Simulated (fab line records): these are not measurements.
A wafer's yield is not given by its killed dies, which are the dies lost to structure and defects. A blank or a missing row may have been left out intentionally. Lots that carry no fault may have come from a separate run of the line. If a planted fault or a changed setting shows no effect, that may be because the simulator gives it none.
fab line records    flow nand_harc
record lots=6  wafers=18  last_day=23
route steps=1159 shown A_STAIRCASE@701
lots untouched by any fault: they come from a run of this same line in which no faults occurred
start_h: hours from the record's first day to the start of the lot's first wafer shown    wait_h: hours since the lot's step before    " identical to the entry in the row above    L1.1+2: a row that stands for several wafers    - value missing, or start not given    * or withheld: withheld    < > ~ a bound
route shown NAME@n: names a module that has steps shown in the file, with the first one's number in the route    usual: mean/standard deviation of fault-free wafers    same: alike in all rows    chamber/n: place in a boat    sites: per-site readings    _std_site: the values' standard deviation    _edge_site: outer sites' mean less inner sites'    radius_mm: for every site, how far away it sits from the centre of the wafer    mask NAME#n: copy n    behind: the most recent tool/chamber to have shaped the wafer    hold: why the lot was held/for how many hours/how that ended    device: whichever transistor did not switch (one of n, p or np)    end of line: at the end of the route, the tests of the same wafers    a step given without rows: its recipe and nothing more    killed: not the wafer's yield, but the dies lost to structure and defects at the first sort    map: shows each die of a wafer: x if killed, . if not, _ if none is there
set.NAME: the setting that was run; set.NAME@STEP: the one run at that earlier step    model.NAME: the simulator's own value behind a step, which no gauge read
lots seen at some steps along the route; tables by step, rows by wafer
services: a tool's chamber out of use, with start hour (start_h, from the record's first day; less than 0 if before it), hours out, and reason
## steps
# step NHARC_A_STAIRCASE_DEP_417
# recipe target_thk_a=600  step_coverage_pct=20  temp_c=400  target_thk_nm=60  flow_sccm=200  rf_w=450  material=Si3N4
# usual heater_power_w=708/79
lot.wafer  tool      chamber  start_h  wait_h  heater_power_w
L578.1     pecvd-03  1        281.66   -       641
L578.2     "         2        "        "       718
L578.5     "         0        "        "       775
L589.2     pecvd-03  2        338.50   -       846
L589.3     "         0        "        "       801
L589.4     "         0        "        "       792
L588.2     pecvd-03  2        341.55   -       695
L588.3     "         0        "        "       799
L588.5     "         1        "        "       651
L592.2     pecvd-01  2        353.60   -       653
L592.3     "         1        "        "       626
L592.4     "         0        "        "       806
L590.2     pecvd-01  1        354.72   -       597
L590.5     "         2        "        "       708
L590.6     "         0        "        "       731
L593.1     pecvd-01  1        367.19   -       547
L593.2     "         2        "        "       719
L593.3     "         0        "        "       711
# step NHARC_A_STAIRCASE_WET_418
# recipe temp_c=160  target_depth_a=200  chemistry=H3PO4
# step NHARC_A_STAIRCASE_PRECLEAN_419
# recipe time_s=*  temp_c=50  bath_age_min=0  chemistry=SC1
# step NHARC_A_STAIRCASE_SRD_421
# step NHARC_A_STAIRCASE_ALD_420
# recipe target_thk_a=200  pulse_time_s=6  ald_cycles=200  temp_c=300  material=SiO2
# usual heater_power_w=464/35  precursor_pulse_height_rel=1.000/0.021
lot.wafer  tool       chamber  start_h  wait_h  heater_power_w  precursor_pulse_height_rel
L578.1     ald_hk-01  2        283.22   -       510             0.984
L578.2     "          1        "        "       481             1.006
L578.5     "          2        "        "       521             1.007
L589.4     ald_hk-04  3        340.66   -       437             0.992
L589.3     "          0        "        "       437             0.988
L589.2     "          2        "        "       446             1.027
L588.3     ald_hk-01  1        343.57   -       484             0.979
L588.2     "          0        "        "       406             1.008
L588.5     "          2        "        "       522             1.011
L592.2     ald_hk-01  1        357.38   -       472             0.995
L592.3     "          2        "        "       527             0.964
L592.4     "          0        "        "       401             1.037
L590.2     ald_hk-01  1        358.79   -       475             1.003
L590.5     "          2        "        "       517             1.005
L590.6     "          3        "        "       445             0.982
L593.2     ald_hk-03  1        371.13   -       556             0.983
L593.1     "          2        "        "       446             0.969
L593.3     "          3        "        "       454             1.017
# step NHARC_A_STAIRCASE_CVD_552
# recipe target_thk_a=400  temp_c=700  pressure_mtorr=300  material=SiNx
# step NHARC_A_STAIRCASE_DEP_151
# recipe target_thk_a=38000  temp_c=400  target_thk_nm=3800  teos_flow_sccm=200  rf_w=500  material=SiO2
# usual heater_power_w=652/81  mfc_precursor_sccm=200.0/0.65
lot.wafer  tool      chamber  start_h  wait_h  heater_power_w  mfc_precursor_sccm
L578.1     pecvd-03  2        291.52   0.4     743             199.7
L578.2     "         1        "        "       610             199.3
L578.5     "         1        "        "       497             198.4
L588.2     pecvd-03  0        348.78   0.5     759             200.5
L588.3     "         1        "        "       573             198.9
L588.5     "         2        "        "       649             199.6
L589.3     pecvd-02  1        349.25   1.0     766             200.1
L589.2     "         2        "        "       735             199.6
L589.4     "         0        "        "       669             199.8
L590.2     pecvd-01  1        365.65   0.4     570             198.5
L590.6     "         1        "        "       516             199.4
L590.5     "         2        "        "       580             200.4
L592.2     pecvd-03  2        365.75   0.5     715             199.0
L592.3     "         1        "        "       527             200.6
L592.4     "         2        "        "       659             199.9
L593.1     pecvd-02  1        379.24   0.4     807             200.5
L593.2     "         2        "        "       696             199.7
L593.3     "         0        "        "       714             200.4
# step NHARC_A_STAIRCASE_ANNEAL_320
# recipe temp_c=750  time_s=1800
# step NHARC_A_STAIRCASE_DEP_322
# recipe target_thk_a=38000  temp_c=400  target_thk_nm=3800  teos_flow_sccm=200  rf_w=500  material=SiO2
# usual heater_power_w=656/83  mfc_precursor_sccm=199.9/0.62
lot.wafer  tool      chamber  start_h  wait_h  heater_power_w  mfc_precursor_sccm
L578.1     pecvd-01  2        299.97   0.6     628             199.9
L578.2     "         0        "        "       766             199.9
L578.5     "         2        "        "       576             199.8
L588.2     pecvd-01  1        353.88   0.1     516             200.1
L588.3     "         0        "        "       767             199.7
L588.5     "         0        "        "       615             199.8
L589.2     pecvd-03  2        354.41   0.6     784             200.2
L589.3     "         0        "        "       773             199.9
L589.4     "         2        "        "       631             200.9
L590.2     pecvd-02  2        374.28   0.2     671             200.3
L590.5     "         2        "        "       609             200.6
L590.6     "         0        "        "       660             200.6
L592.2     pecvd-03  1        374.50   0.4     531             199.6
L592.3     "         1        "        "       535             199.9
L592.4     "         1        "        "       533             198.7
L593.2     pecvd-03  2        386.31   0.1     807             199.1
L593.3     "         0        "        "       722             200.1
L593.1     "         1        "        "       648             199.6
# step NHARC_A_STAIRCASE_ANNEAL_323
# recipe temp_c=750  time_s=1800
# step NHARC_A_STAIRCASE_DEP_325
# recipe target_thk_a=38000  temp_c=400  target_thk_nm=3800  teos_flow_sccm=200  rf_w=500  material=SiO2
# usual heater_power_w=654/85  mfc_precursor_sccm=200.0/0.6
lot.wafer  tool      chamber  start_h  wait_h  heater_power_w  mfc_precursor_sccm
L578.1     pecvd-02  2        307.12   0.7     739             200.3
L578.2     "         0        "        "       722             200.3
L578.5     "         0        "        "       714             199.4
L588.3     pecvd-02  0        363.39   0.1     833             200.2
L588.2     "         2        "        "       663             199.8
L588.5     "         2        "        "       619             199.9
L589.2     pecvd-01  1        363.49   0.2     623             200.4
L589.3     "         2        "        "       574             199.9
L589.4     "         1        "        "       517             199.7
L592.2     pecvd-01  0        381.40   0.2     666             216.4
L592.3     "         1        "        "       616             215.6
L592.4     "         0        "        "       633             215.8
L590.2     pecvd-02  2        381.40   0.2     753             199.6
L590.6     "         1        "        "       661             199.7
L590.5     "         2        "        "       638             200.3
L593.2     pecvd-01  1        395.20   0.1     579             216.8
L593.1     "         2        "        "       580             216.8
L593.3     "         0        "        "       747             216.8
# step NHARC_A_STAIRCASE_ANNEAL_326
# recipe temp_c=750  time_s=1800
# step NHARC_A_STAIRCASE_DEHYDRATE_433
# recipe temp_c=150  time_s=120
# step NHARC_A_STAIRCASE_HMDS_434
# recipe time_s=30
# step NHARC_A_STAIRCASE_COAT_435
# recipe spin_rpm=1200
# step NHARC_A_STAIRCASE_SOFTBAKE_436
# recipe temp_c=135  time_s=170
# step NHARC_A_STAIRCASE_EBR_437
# step NHARC_A_STAIRCASE_EXPOSE_438
# recipe na=0.5  dose_mj=28.97  mask_id=STAIR_REV
# step NHARC_A_STAIRCASE_PEB_439
# recipe peb_temp_c=115  peb_time_s=130
# step NHARC_A_STAIRCASE_DEVELOP_440
# recipe time_s=140
# step NHARC_A_STAIRCASE_HARDBAKE_442
# recipe temp_c=120  time_s=140
# step NHARC_A_STAIRCASE_DESCUM_443
# recipe time_s=3  o2_flow_sccm=200  ar_flow_sccm=0  bias_power_w=0  chemistry=O2
# usual chamber_pressure_mTorr=60.00/0.053  drypump_motor_current_A=5.7/0.37  oes_product_au=1.001/0.0083  rf_vpp_V=57.5/0.85  showerhead_plenum_p_Torr=1.85/0.074  throttle_valve_pct=11.313/0.0097
lot.wafer  tool         chamber  start_h  wait_h  chamber_pressure_mTorr  drypump_motor_current_A  oes_product_au  rf_hours_counter_h  rf_vpp_V  showerhead_plenum_p_Torr  throttle_valve_pct
L578.2     rie_diel-07  0        317.18   -       60.01                   5.8                      1.006           24                  58.8      2.05                      11.295
L578.1     "            3        "        "       60.02                   5.3                      1.011           25                  59.2      1.89                      11.319
L578.5     "            1        "        "       60.02                   5.6                      1.023           -                   55.7      1.89                      11.320
L589.2     rie_diel-01  1        371.04   -       59.94                   5.1                      0.992           15                  57.4      1.80                      11.289
L589.3     "            2        "        "       60.08                   6.0                      1.010           15                  57.9      1.96                      11.283
L589.4     "            3        "        "       60.08                   5.4                      0.992           18                  56.8      1.87                      11.308
L588.2     rie_diel-07  0        371.24   -       59.97                   5.9                      1.010           42                  57.5      2.04                      11.296
L588.3     "            2        "        "       59.98                   5.9                      0.997           47                  57.0      1.92                      11.313
L588.5     "            0        "        "       59.92                   5.8                      1.004           -                   58.3      2.04                      11.314
L590.2     rie_diel-08  2        389.93   -       59.92                   6.0                      1.007           31                  56.5      1.82                      11.313
L590.5     "            0        "        "       60.10                   5.8                      0.995           -                   57.5      1.79                      11.325
L590.6     "            1        "        "       59.97                   5.5                      0.989           -                   57.6      1.88                      11.311
L592.3     rie_diel-01  2        390.08   -       60.04                   6.0                      0.993           23                  58.2      1.96                      11.310
L592.2     "            0        "        "       60.03                   6.7                      1.013           26                  56.8      1.77                      11.319
L592.4     "            3        "        "       60.03                   5.3                      0.990           -                   57.8      1.87                      11.311
L593.3     rie_diel-08  2        405.26   -       60.01                   6.0                      1.003           37                  56.5      1.82                      11.307
L593.1     "            3        "        "       59.97                   5.6                      0.994           39                  58.2      1.78                      11.311
L593.2     "            0        "        "       59.97                   5.8                      0.993           41                  58.3      1.78                      11.292
# step NHARC_A_STAIRCASE_ETCH_444
# recipe target_depth_a=1.02e+05  time_s=3400  c4f8_flow_sccm=20  o2_flow_sccm=10  ar_flow_sccm=withheld  rf_w=600  bias_w=1000  chemistry=C4F8/O2
## services
tool         chamber  start_h  hours  kind
pecvd-02     0        277.81   12.3   repair
pecvd-03     -        292.09   13.0   pm
pecvd-03     0        292.09   13.0   vent_cycle
pecvd-03     1        292.09   13.0   vent_cycle
pecvd-03     2        292.09   13.0   vent_cycle
rie_diel-08  -        302.88   9.0    pm
pecvd-03     0        305.09   -      clean
pecvd-03     1        305.09   -      clean
pecvd-03     2        305.09   -      clean
rie_diel-01  -        314.93   9.0    pm
rie_diel-08  -        321.30   0.4    repair
ald_hk-03    -        322.00   10.0   pm
pecvd-03     -        322.14   0.4    repair
pecvd-02     -        334.20   13.0   pm
pecvd-02     0        334.20   13.0   vent_cycle
pecvd-02     1        334.20   13.0   vent_cycle
pecvd-02     2        334.20   13.0   vent_cycle
pecvd-02     0        347.20   -      clean
pecvd-02     1        347.20   -      clean
pecvd-02     2        347.20   -      clean
rie_diel-08  1        348.57   18.6   repair
pecvd-03     0        360.14   23.0   repair
rie_diel-01  1        385.95   10.3   repair
ald_hk-01    -        390.85   0.7    repair
## key
first_sign step=NHARC_A_STAIRCASE_DEP_325  reading=mfc_precursor_sccm  direction=up  sigmas=27  usual=200.0  struck=216.3
effect none on later readings
met_at NHARC_A_STAIRCASE_DEP_325
struck_wafers L592.2,L592.3,L592.4,L593.1,L593.2,L593.3
tester_left_out L592,L593
onset_between 363.49 381.40
fault kind=process_parameter_drift  tool=pecvd-01  chamber=-  onset_h=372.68  steps=NHARC_A_STAIRCASE_DEP_325  channel=teos_flow_sccm  offset=*  shape=step  end_h=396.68  acts_in=*  stated=*
# tester_left_out: of these lots the tester's yield and bins aren't shown, on N5 and GAA mostly nor the transistor test; their killed dies are dies lost to structure and defects alone, not to doping, threshold or leakage, so they don't give the yield
